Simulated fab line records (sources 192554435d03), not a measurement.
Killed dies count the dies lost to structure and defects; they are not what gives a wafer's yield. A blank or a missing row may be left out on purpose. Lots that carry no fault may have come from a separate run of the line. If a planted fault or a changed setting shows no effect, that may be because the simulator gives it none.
fab line records    flow n5-finfet
record lots=24  wafers=72  last-day=18
route steps=1938 shown BEOL_M1@808
lots with no fault: from the same line, run without faults
start-h: start of the lot's first displayed wafer, in hours after the record's first day    wait-h: hours from the lot's prior step to this one    " the same as in the row above    L1.1+2: one row covering several wafers at once    - no value, or no start was given    * or withheld: withheld    < > ~ a bound
route shown NAME@n: names a module that has steps shown in the file, with the first one's number in the route    usual: mean and standard deviation over wafers with no fault    same: alike in all rows    chamber/n: place in a boat    sites: readings site by site    _std_site: the standard deviation of these    _edge_site: inner sites' mean taken away from outer sites' mean    radius-mm: for every site, how far away it sits from the centre of the wafer    mask NAME#n: copy n    behind: the tool/chamber that last shaped the wafer    hold: cause of the lot's hold/its duration in hours/its outcome    device: whichever transistor did not switch (one of n, p or np)    end of line: tests run on the same wafers once the route is complete    a step without rows: its recipe alone    killed: count of dies lost to structure and defects at first sort (not the wafer's yield)    map: per-die view of a wafer (x killed, . not killed, _ where there is no die)
set.NAME: the setting the step ran with; set.NAME@STEP: the setting that earlier step ran with    model.NAME: the simulator's own value behind a step, which no gauge read
route steps across a sampled set of lots; one table per step, one row per wafer
services: a tool's chamber out of use, with start hour (start-h, from the record's first day; less than 0 if before it), hours out, and reason
## steps
# step N5_BEOL_M1_CD_MEAS_35
# recipe target-cd-nm=18  target-cd-y-nm=21  polarity=opening
# usual cd-nm=17.9/0.38
lot.wafer  tool       chamber  start-h  wait-h  cd-nm
L074.1     cd-sem-02  -        140.96   0.0     17.8
L074.2     "          -        "        "       17.6
L074.3     "          -        "        "       17.7
L075.1     cd-sem-01  -        141.64   0.0     18.1
L075.2     "          -        "        "       17.8
L075.6     "          -        "        "       18.6
L076.1     cd-sem-01  -        147.66   0.0     18.2
L076.2     "          -        "        "       18.2
L076.6     "          -        "        "       18.0
L077.1     cd-sem-01  -        157.93   0.0     17.4
L077.4     "          -        "        "       17.7
L077.6     "          -        "        "       17.6
L078.2     cd-sem-02  -        157.99   0.0     18.1
L078.4     "          -        "        "       17.2
L078.5     "          -        "        "       18.4
L079.3     cd-sem-01  -        158.40   0.0     18.1
L079.5     "          -        "        "       18.3
L079.6     "          -        "        "       17.1
L081.1     cd-sem-02  -        166.27   0.0     18.3
L081.2     "          -        "        "       18.2
L081.6     "          -        "        "       18.1
L080.2     cd-sem-03  -        166.31   0.0     17.3
L080.3     "          -        "        "       17.8
L080.4     "          -        "        "       18.0
L082.1     cd-sem-03  -        178.15   0.0     18.1
L082.3     "          -        "        "       18.6
L082.4     "          -        "        "       18.2
L083.1     cd-sem-01  -        186.42   0.0     17.6
L083.2     "          -        "        "       17.9
L083.4     "          -        "        "       17.6
L084.3     cd-sem-03  -        186.44   0.0     18.0
L084.5     "          -        "        "       17.6
L084.6     "          -        "        "       18.4
L086.1     cd-sem-01  -        197.62   0.0     17.8
L086.2     "          -        "        "       18.3
L086.3     "          -        "        "       18.2
L085.3     cd-sem-02  -        209.76   0.0     17.1
L085.4     "          -        "        "       18.5
L085.5     "          -        "        "       18.2
L088.2     cd-sem-01  -        213.51   0.0     17.7
L088.3     "          -        "        "       18.1
L088.6     "          -        "        "       17.7
L087.2     cd-sem-02  -        213.53   0.0     18.2
L087.5     "          -        "        "       17.3
L087.6     "          -        "        "       17.7
L089.2     cd-sem-02  -        222.20   0.0     17.7
L089.3     "          -        "        "       17.7
L089.4     "          -        "        "       17.9
L090.1     cd-sem-02  -        226.52   0.0     18.0
L090.3     "          -        "        "       18.1
L090.4     "          -        "        "       18.3
L092.2     cd-sem-02  -        234.26   0.0     18.1
L092.5     "          -        "        "       17.6
L092.6     "          -        "        "       17.8
L091.3     cd-sem-02  -        237.77   0.0     17.5
L091.4     "          -        "        "       17.5
L091.6     "          -        "        "       17.7
L093.1     cd-sem-02  -        243.23   0.0     17.8
L093.2     "          -        "        "       17.8
L093.3     "          -        "        "       18.1
L094.2     cd-sem-03  -        243.71   0.0     18.3
L094.4     "          -        "        "       18.2
L094.6     "          -        "        "       18.4
L095.3     cd-sem-01  -        249.96   0.0     18.0
L095.4     "          -        "        "       18.3
L095.6     "          -        "        "       17.3
L096.1     cd-sem-01  -        251.64   0.0     18.6
L096.2     "          -        "        "       17.7
L096.6     "          -        "        "       17.8
L097.1     cd-sem-01  -        270.36   0.0     17.6
L097.3     "          -        "        "       17.5
L097.6     "          -        "        "       18.2
# step N5_BEOL_M1_ALD_84
# recipe material=TaN  target-thk-a=*  temp-c=275  ald-precursor-family=PDMAT  ald-co-reactant=NH3  pressure-torr=3  carrier-flow-sccm=1500  pulse-time-s=2  purge-time-s=3  co-reactant-purge-time-s=2  co-reactant-pulse-time-s=3  ald-cycles=30  precursor-vessel-temp-c=75  precursor-vessel-pressure-torr=26.25  precursor-vessel-carrier-sccm=1000
# usual heater-power-w=406/28  mfc-carrier-sccm=1500/4.8
lot.wafer  tool          chamber  start-h  wait-h  heater-power-w  mfc-carrier-sccm  since-wet-clean-h
L074.1     ald-metal-02  1        141.29   0.0     400             1512              4420
L074.2     "             3        "        "       414             1508              4420
L074.3     "             2        "        "       459             1503              4420
L075.1     ald-metal-03  1        141.79   0.0     385             1495              5959
L075.2     "             2        "        "       405             1495              5959
L075.6     "             1        "        "       384             1497              -
L076.1     ald-metal-04  3        148.43   0.1     427             1504              1350
L076.2     "             0        "        "       416             1502              1350
L076.6     "             0        "        "       405             1513              -
L077.1     ald-metal-03  1        158.19   0.0     391             1489              5975
L077.4     "             3        "        "       381             1504              5975
L077.6     "             1        "        "       380             1493              -
L079.3     ald-metal-03  3        158.69   0.2     374             1506              5975
L079.5     "             0        "        "       399             1503              -
L079.6     "             1        "        "       383             1504              -
L078.2     ald-metal-04  3        158.70   0.3     431             1507              1360
L078.4     "             2        "        "       395             1503              1360
L078.5     "             3        "        "       427             1511              -
L081.1     ald-metal-02  2        166.55   0.0     474             1489              4445
L081.2     "             1        "        "       403             1502              4445
L081.6     "             3        "        "       416             1500              -
L080.2     ald-metal-04  2        166.63   0.0     391             1498              1368
L080.3     "             1        "        "       370             1498              1368
L080.4     "             0        "        "       408             1501              1368
L082.1     ald-metal-04  2        178.79   0.0     389             1497              1380
L082.3     "             0        "        "       419             1497              1380
L082.4     "             3        "        "       435             1501              1380
L083.1     ald-metal-03  3        186.84   0.0     373             1495              6004
L083.2     "             1        "        "       387             1497              6004
L083.4     "             2        "        "       406             1487              6004
L084.3     ald-metal-04  1        186.92   0.0     382             1497              1388
L084.5     "             1        "        "       373             1495              -
L084.6     "             2        "        "       385             1496              -
L086.1     ald-metal-03  1        198.57   0.0     377             1499              6015
L086.2     "             2        "        "       408             1500              6015
L086.3     "             3        "        "       378             1500              6015
L085.3     ald-metal-02  3        210.38   0.0     425             1503              4489
L085.4     "             1        "        "       399             1494              4489
L085.5     "             0        "        "       476             1505              -
L088.2     ald-metal-02  0        213.65   0.0     467             1493              4492
L088.3     "             1        "        "       396             1502              4492
L088.6     "             0        "        "       474             1493              -
L087.2     ald-metal-03  0        213.73   0.0     401             1501              6031
L087.5     "             2        "        "       411             1499              -
L087.6     "             1        "        "       386             1494              -
L089.2     ald-metal-03  1        223.40   0.0     384             1497              6040
L089.3     "             3        "        "       372             1497              6040
L089.4     "             0        "        "       399             1499              6040
L090.1     ald-metal-03  0        226.97   0.0     392             1500              6044
L090.3     "             1        "        "       388             1503              6044
L090.4     "             3        "        "       388             1498              6044
L092.2     ald-metal-03  1        234.70   0.0     388             1493              6052
L092.5     "             0        "        "       401             1503              -
L092.6     "             3        "        "       376             1503              -
L091.3     ald-metal-03  1        238.13   0.0     382             1499              6055
L091.4     "             2        "        "       410             1502              6055
L091.6     "             1        "        "       383             1499              -
L093.1     ald-metal-04  2        244.06   0.3     394             1507              1445
L093.2     "             0        "        "       413             1502              1445
L093.3     "             3        "        "       440             1497              1445
L094.2     ald-metal-04  0        244.80   0.3     407             1499              1446
L094.4     "             2        "        "       390             1503              1446
L094.6     "             1        "        "       377             1502              -
L095.3     ald-metal-03  1        251.22   0.0     380             1498              6068
L095.4     "             2        "        "       423             1498              6068
L095.6     "             0        "        "       388             1501              -
L096.1     ald-metal-04  0        252.44   0.3     401             1506              1454
L096.2     "             2        "        "       395             1506              1454
L096.6     "             3        "        "       423             1498              -
L097.1     ald-metal-02  2        270.70   0.0     473             1498              4549
L097.3     "             0        "        "       469             1498              4549
L097.6     "             1        "        "       399             1502              -
# step N5_BEOL_M1_ANNEAL_80
# recipe temp-c=400  time-s=240  ambient=vacuum
# usual heater-power-w=895/120
lot.wafer  tool            chamber  start-h  wait-h  heater-power-w
L074.1     pvd-sputter-03  -        142.07   0.0     1126
L074.2     "               -        "        "       1004
L074.3     "               -        "        "       906
L075.1     pvd-sputter-02  -        142.64   0.0     895
L075.2     "               -        "        "       1133
L075.6     "               -        "        "       893
L076.1     pvd-sputter-01  -        149.25   0.0     732
L076.2     "               -        "        "       942
L076.6     "               -        "        "       839
L077.1     pvd-sputter-03  -        158.96   0.0     1014
L077.4     "               -        "        "       1112
L077.6     "               -        "        "       887
L079.3     pvd-sputter-01  -        159.59   0.0     957
L079.5     "               -        "        "       870
L079.6     "               -        "        "       966
L078.2     pvd-sputter-02  -        160.14   0.0     887
L078.4     "               -        "        "       1113
L078.5     "               -        "        "       1086
L081.1     pvd-sputter-01  -        167.51   0.0     887
L081.2     "               -        "        "       764
L081.6     "               -        "        "       874
L080.2     pvd-sputter-02  -        167.68   0.0     745
L080.3     "               -        "        "       874
L080.4     "               -        "        "       1125
L082.1     pvd-sputter-01  -        179.95   0.0     736
L082.3     "               -        "        "       737
L082.4     "               -        "        "       970
L083.1     pvd-sputter-02  -        187.90   0.0     905
L083.2     "               -        "        "       1124
L083.4     "               -        "        "       909
L084.3     pvd-sputter-01  -        188.29   0.0     720
L084.5     "               -        "        "       978
L084.6     "               -        "        "       726
L086.1     pvd-sputter-02  -        199.39   0.0     1114
L086.2     "               -        "        "       903
L086.3     "               -        "        "       903
L085.3     pvd-sputter-02  -        211.20   0.0     889
L085.4     "               -        "        "       749
L085.5     "               -        "        "       766
L088.2     pvd-sputter-01  -        214.53   0.0     716
L088.3     "               -        "        "       958
L088.6     "               -        "        "       732
L087.2     pvd-sputter-02  -        214.55   0.0     732
L087.5     "               -        "        "       1080
L087.6     "               -        "        "       906
L089.2     pvd-sputter-03  -        224.18   0.0     985
L089.3     "               -        "        "       906
L089.4     "               -        "        "       1130
L090.1     pvd-sputter-03  -        228.08   0.0     885
L090.3     "               -        "        "       890
L090.4     "               -        "        "       1150
L092.2     pvd-sputter-01  -        235.96   0.0     736
L092.5     "               -        "        "       945
L092.6     "               -        "        "       718
L091.3     pvd-sputter-01  -        238.98   0.0     957
L091.4     "               -        "        "       864
L091.6     "               -        "        "       734
L093.1     pvd-sputter-02  -        244.93   0.0     891
L093.2     "               -        "        "       913
L093.3     "               -        "        "       765
L094.2     pvd-sputter-02  -        246.77   0.0     881
L094.4     "               -        "        "       894
L094.6     "               -        "        "       887
L095.3     pvd-sputter-01  -        252.02   0.0     741
L095.4     "               -        "        "       758
L095.6     "               -        "        "       834
L096.1     pvd-sputter-02  -        253.83   0.0     898
L096.2     "               -        "        "       903
L096.6     "               -        "        "       762
L097.1     pvd-sputter-03  -        271.45   0.0     897
L097.3     "               -        "        "       1007
L097.6     "               -        "        "       914
# step N5_BEOL_M1_ANNEAL_82
# recipe temp-c=400  time-s=240  ambient=vacuum
# usual heater-power-w=893/120
lot.wafer  tool            chamber  start-h  wait-h  heater-power-w
L074.1     pvd-sputter-03  -        142.29   0.0     1075
L074.2     "               -        "        "       1024
L074.3     "               -        "        "       907
L075.1     pvd-sputter-02  -        142.86   0.0     879
L075.2     "               -        "        "       1140
L075.6     "               -        "        "       894
L076.1     pvd-sputter-01  -        149.47   0.0     738
L076.2     "               -        "        "       970
L076.6     "               -        "        "       858
L077.1     pvd-sputter-03  -        159.18   0.0     1004
L077.4     "               -        "        "       1112
L077.6     "               -        "        "       907
L079.3     pvd-sputter-01  -        159.81   0.0     966
L079.5     "               -        "        "       859
L079.6     "               -        "        "       933
L078.2     pvd-sputter-02  -        160.36   0.0     895
L078.4     "               -        "        "       1107
L078.5     "               -        "        "       1119
L081.1     pvd-sputter-01  -        167.73   0.0     845
L081.2     "               -        "        "       751
L081.6     "               -        "        "       888
L080.2     pvd-sputter-02  -        167.90   0.0     718
L080.3     "               -        "        "       899
L080.4     "               -        "        "       1123
L082.1     pvd-sputter-01  -        180.17   0.0     719
L082.3     "               -        "        "       751
L082.4     "               -        "        "       961
L083.1     pvd-sputter-02  -        188.12   0.0     913
L083.2     "               -        "        "       1098
L083.4     "               -        "        "       895
L084.3     pvd-sputter-01  -        188.51   0.0     715
L084.5     "               -        "        "       940
L084.6     "               -        "        "       704
L086.1     pvd-sputter-02  -        199.61   0.0     1091
L086.2     "               -        "        "       897
L086.3     "               -        "        "       887
L085.3     pvd-sputter-02  -        211.42   0.0     890
L085.4     "               -        "        "       748
L085.5     "               -        "        "       740
L088.2     pvd-sputter-01  -        214.75   0.0     721
L088.3     "               -        "        "       967
L088.6     "               -        "        "       757
L087.2     pvd-sputter-02  -        214.77   0.0     751
L087.5     "               -        "        "       1095
L087.6     "               -        "        "       869
L089.2     pvd-sputter-03  -        224.40   0.0     1023
L089.3     "               -        "        "       905
L089.4     "               -        "        "       1108
L090.1     pvd-sputter-03  -        228.30   0.0     897
L090.3     "               -        "        "       917
L090.4     "               -        "        "       1115
L092.2     pvd-sputter-01  -        236.18   0.0     755
L092.5     "               -        "        "       953
L092.6     "               -        "        "       715
L091.3     pvd-sputter-01  -        239.20   0.0     943
L091.4     "               -        "        "       874
L091.6     "               -        "        "       732
L093.1     pvd-sputter-02  -        245.15   0.0     871
L093.2     "               -        "        "       896
L093.3     "               -        "        "       764
L094.2     pvd-sputter-02  -        246.99   0.0     888
L094.4     "               -        "        "       903
L094.6     "               -        "        "       874
L095.3     pvd-sputter-01  -        252.24   0.0     727
L095.4     "               -        "        "       761
L095.6     "               -        "        "       859
L096.1     pvd-sputter-02  -        254.05   0.0     897
L096.2     "               -        "        "       907
L096.6     "               -        "        "       727
L097.1     pvd-sputter-03  -        271.67   0.0     865
L097.3     "               -        "        "       1002
L097.6     "               -        "        "       906
# step N5_BEOL_M1_ANNEAL_91
# recipe temp-c=400  time-s=240  ambient=vacuum
# usual heater-power-w=893/120
lot.wafer  tool            chamber  start-h  wait-h  heater-power-w
L074.1     pvd-sputter-03  -        142.95   0.0     1123
L074.2     "               -        "        "       1007
L074.3     "               -        "        "       905
L075.1     pvd-sputter-02  -        143.52   0.0     843
L075.2     "               -        "        "       1072
L075.6     "               -        "        "       879
L076.1     pvd-sputter-01  -        150.13   0.0     746
L076.2     "               -        "        "       963
L076.6     "               -        "        "       837
L077.1     pvd-sputter-03  -        159.84   0.0     1028
L077.4     "               -        "        "       1114
L077.6     "               -        "        "       905
L079.3     pvd-sputter-01  -        160.47   0.0     963
L079.5     "               -        "        "       873
L079.6     "               -        "        "       929
L078.2     pvd-sputter-02  -        161.02   0.0     879
L078.4     "               -        "        "       1097
L078.5     "               -        "        "       1075
L081.1     pvd-sputter-01  -        168.39   0.0     873
L081.2     "               -        "        "       753
L081.6     "               -        "        "       851
L080.2     pvd-sputter-02  -        168.56   0.0     746
L080.3     "               -        "        "       897
L080.4     "               -        "        "       1092
L082.1     pvd-sputter-01  -        180.83   0.0     738
L082.3     "               -        "        "       745
L082.4     "               -        "        "       974
L083.1     pvd-sputter-02  -        188.78   0.0     878
L083.2     "               -        "        "       1104
L083.4     "               -        "        "       893
L084.3     pvd-sputter-01  -        189.17   0.0     729
L084.5     "               -        "        "       943
L084.6     "               -        "        "       723
L086.1     pvd-sputter-02  -        200.27   0.0     1116
L086.2     "               -        "        "       893
L086.3     "               -        "        "       903
L085.3     pvd-sputter-02  -        212.08   0.0     905
L085.4     "               -        "        "       731
L085.5     "               -        "        "       755
L088.2     pvd-sputter-01  -        215.41   0.0     741
L088.3     "               -        "        "       962
L088.6     "               -        "        "       753
L087.2     pvd-sputter-02  -        215.43   0.0     756
L087.5     "               -        "        "       1085
L087.6     "               -        "        "       901
L089.2     pvd-sputter-03  -        225.06   0.0     1009
L089.3     "               -        "        "       900
L089.4     "               -        "        "       1144
L090.1     pvd-sputter-03  -        228.96   0.0     876
L090.3     "               -        "        "       896
L090.4     "               -        "        "       1104
L092.2     pvd-sputter-01  -        236.84   0.0     728
L092.5     "               -        "        "       960
L092.6     "               -        "        "       722
L091.3     pvd-sputter-01  -        239.86   0.0     961
L091.4     "               -        "        "       864
L091.6     "               -        "        "       729
L093.1     pvd-sputter-02  -        245.81   0.0     891
L093.2     "               -        "        "       902
L093.3     "               -        "        "       747
L094.2     pvd-sputter-02  -        247.65   0.0     897
L094.4     "               -        "        "       914
L094.6     "               -        "        "       894
L095.3     pvd-sputter-01  -        252.90   0.0     737
L095.4     "               -        "        "       761
L095.6     "               -        "        "       887
L096.1     pvd-sputter-02  -        267.87   0.0     899
L096.2     "               -        "        "       907
L096.6     "               -        "        "       732
L097.1     pvd-sputter-03  -        272.33   0.0     907
L097.3     "               -        "        "       1011
L097.6     "               -        "        "       893
# step N5_BEOL_M1_CMP_52
# recipe stop-on=SiOC  t-overpolish-s=6.8  down-force-psi=1  platen-rpm=50  clearing-platen-down-force-psi=1.5  clearing-platen-rpm=50  post-cmp-clean=cu-alkaline  target-thk-nm=40  clearing-platen-pad-velocity-m-s=0.99484  pad-velocity-m-s=0.99484
# usual barrier-field-endpoint-s=24.6/0.64  clearing-platen-down-force-psi=1.500/0.0031  edge-zone-pressure-frac=1.000/0.0047  motor-current-A=6.0/0.61  overpolish-run-s=6.799/0.0092  time-to-endpoint-s=63/3.1
lot.wafer  tool    chamber  start-h  wait-h  barrier-field-endpoint-s  clearing-platen-down-force-psi  edge-zone-pressure-frac  motor-current-A  overpolish-run-s  time-to-endpoint-s
L074.2     cmp-02  1        144.02   0.2     24.8                      1.499                           1.003                    5.2              6.800             60
L074.1     "       2        "        "       23.7                      1.499                           1.001                    6.2              6.813             61
L074.3     "       0        "        "       25.7                      1.501                           1.005                    5.9              6.809             66
L075.1     cmp-02  2        144.63   0.3     24.4                      1.492                           1.008                    6.4              6.799             61
L075.2     "       0        "        "       25.3                      1.498                           1.000                    5.8              6.795             66
L075.6     "       2        "        "       24.1                      1.501                           1.004                    6.4              6.809             61
L076.1     cmp-01  3        151.48   0.5     24.6                      1.502                           0.999                    6.2              6.785             68
L076.2     "       2        "        "       24.0                      1.498                           1.005                    6.2              6.799             64
L076.6     "       3        "        "       24.8                      1.501                           1.003                    6.0              6.810             68
L077.4     cmp-03  2        160.99   0.2     25.0                      1.500                           0.997                    6.4              6.811             65
L077.1     "       3        "        "       24.9                      1.506                           0.990                    5.7              6.786             67
L077.6     "       0        "        "       23.8                      1.499                           1.000                    5.1              6.784             59
L079.3     cmp-01  1        161.62   0.2     25.2                      1.500                           1.003                    7.1              6.802             63
L079.5     "       3        "        "       25.1                      1.498                           1.001                    6.5              6.787             62
L079.6     "       0        "        "       25.1                      1.500                           0.999                    6.2              6.808             64
L078.4     cmp-03  2        162.13   0.2     25.6                      1.499                           0.996                    6.6              6.804             66
L078.2     "       0        "        "       24.5                      1.502                           0.997                    5.1              6.810             63
L078.5     "       1        "        "       24.6                      1.501                           1.005                    6.9              6.809             59
L081.2     cmp-03  3        169.54   0.3     25.5                      1.501                           1.005                    5.4              6.788             64
L081.1     "       0        "        "       24.9                      1.505                           0.997                    5.0              6.788             61
L081.6     "       2        "        "       25.4                      1.503                           0.995                    6.5              6.802             64
L080.4     cmp-03  2        169.69   0.2     24.1                      1.504                           1.000                    6.5              6.807             63
L080.2     "       3        "        "       23.8                      1.496                           1.003                    5.5              6.806             64
L080.3     "       1        "        "       23.3                      1.502                           1.002                    7.1              6.796             61
L082.3     cmp-02  0        182.14   0.2     25.1                      1.496                           1.007                    5.7              6.800             66
L082.1     "       2        "        "       23.9                      1.505                           1.003                    6.5              6.798             61
L082.4     "       3        "        "       24.0                      1.500                           1.000                    6.1              6.797             60
L083.2     cmp-01  3        190.42   0.2     23.8                      1.497                           1.004                    6.3              6.802             67
L083.1     "       1        "        "       24.2                      1.499                           1.002                    7.0              6.809             66
L083.4     "       2        "        "       24.3                      1.503                           1.004                    6.0              6.795             63
L084.3     cmp-03  2        190.56   0.3     25.1                      1.499                           1.004                    6.3              6.804             65
L084.6     "       3        "        "       24.9                      1.496                           0.993                    5.6              6.818             65
L084.5     "       0        "        "       24.7                      1.495                           1.008                    5.2              6.802             61
L086.1     cmp-03  1        201.38   0.3     24.6                      1.502                           0.997                    6.9              6.812             64
L086.2     "       2        "        "       25.2                      1.499                           1.002                    6.6              6.807             68
L086.3     "       3        "        "       25.1                      1.493                           1.013                    5.7              6.798             68
L085.3     cmp-02  3        213.15   0.2     24.1                      1.502                           1.008                    6.4              6.789             64
L085.4     "       2        "        "       23.5                      1.497                           1.005                    6.3              6.782             60
L085.5     "       0        "        "       25.9                      1.499                           0.991                    5.7              6.807             68
L088.2     cmp-03  2        216.49   0.2     25.6                      1.508                           1.001                    6.4              6.782             68
L088.3     "       0        "        "       25.3                      1.499                           0.991                    5.1              6.801             67
L088.6     "       3        "        "       25.4                      1.501                           1.000                    5.6              6.801             64
L087.2     cmp-02  2        216.50   0.2     24.5                      1.499                           1.005                    6.3              6.801             59
L087.5     "       2        "        "       24.4                      1.497                           1.005                    6.3              6.802             59
L087.6     "       3        "        "       24.5                      1.507                           0.994                    6.1              6.784             62
L089.2     cmp-01  1        226.17   0.2     23.9                      1.506                           0.996                    6.6              6.814             59
L089.3     "       2        "        "       23.5                      1.503                           0.994                    6.4              6.797             56
L089.4     "       3        "        "       24.3                      1.505                           0.997                    6.1              6.799             60
L090.3     cmp-03  0        230.25   0.2     25.2                      1.493                           0.999                    5.2              6.790             65
L090.1     "       1        "        "       24.1                      1.496                           1.002                    6.9              6.797             65
L090.4     "       2        "        "       25.3                      1.507                           1.005                    6.5              6.803             72
L092.2     cmp-02  0        238.38   0.5     25.3                      1.499                           0.999                    5.6              6.789             65
L092.5     "       1        "        "       24.7                      1.503                           1.012                    5.2              6.796             62
L092.6     "       2        "        "       24.8                      1.502                           1.001                    6.3              6.807             61
L091.3     cmp-03  0        240.93   0.2     25.9                      1.500                           0.995                    5.3              6.797             64
L091.4     "       2        "        "       26.0                      1.497                           1.002                    6.2              6.787             64
L091.6     "       0        "        "       25.8                      1.501                           0.999                    5.2              6.810             64
L093.2     cmp-03  0        246.88   0.2     23.9                      1.500                           1.003                    5.1              6.793             64
L093.1     "       1        "        "       23.4                      1.500                           1.002                    7.0              6.791             60
L093.3     "       2        "        "       23.7                      1.505                           0.991                    6.5              6.796             65
L094.4     cmp-02  3        248.82   0.2     24.6                      1.499                           0.994                    6.4              6.776             63
L094.2     "       0        "        "       25.2                      1.498                           0.999                    5.6              6.794             67
L094.6     "       2        "        "       25.2                      1.499                           1.001                    6.2              6.792             61
L095.4     cmp-03  3        254.05   0.2     25.4                      1.495                           0.992                    5.9              6.792             67
L095.3     "       0        "        "       25.1                      1.501                           1.001                    5.1              6.798             67
L095.6     "       1        "        "       24.2                      1.501                           1.008                    6.8              6.792             61
L096.2     cmp-02  3        268.94   0.2     25.0                      1.502                           1.000                    6.4              6.808             65
L096.1     "       0        "        "       25.2                      1.498                           1.000                    5.7              6.794             69
L096.6     "       3        "        "       25.3                      1.500                           1.006                    6.2              6.806             66
L097.1     cmp-01  1        273.40   0.3     23.8                      1.500                           1.000                    6.9              6.801             61
L097.3     "       3        "        "       23.8                      1.499                           0.999                    6.2              6.792             60
L097.6     "       2        "        "       23.7                      1.495                           1.007                    6.2              6.802             57
## services
tool            chamber  start-h  hours  kind
cmp-01          -        123.83   1.7    repair
cmp-01          -        143.79   0.4    repair
cmp-02          -        167.49   6.2    pm
ald-metal-03    -        168.27   0.3    repair
cmp-01          -        173.84   4.0    pm
ald-metal-02    1        174.85   3.6    repair
cmp-01          -        177.84   -      consumable-replace:conditioner
cmp-01          -        177.84   -      consumable-replace:pad
ald-metal-03    2        180.93   5.6    repair
ald-metal-02    -        197.38   3.1    repair
cmp-02          -        223.24   4.0    pm
pvd-sputter-02  -        227.10   2.2    repair
cmp-02          -        227.24   -      consumable-replace:conditioner
cmp-02          -        227.24   -      consumable-replace:pad
cmp-02          -        237.53   0.7    repair
cmp-01          -        256.55   6.9    pm
pvd-sputter-01  -        259.00   8.8    repair
cmp-03          -        261.29   4.6    pm
ald-metal-02    0        265.55   3.8    repair
## key
fault none
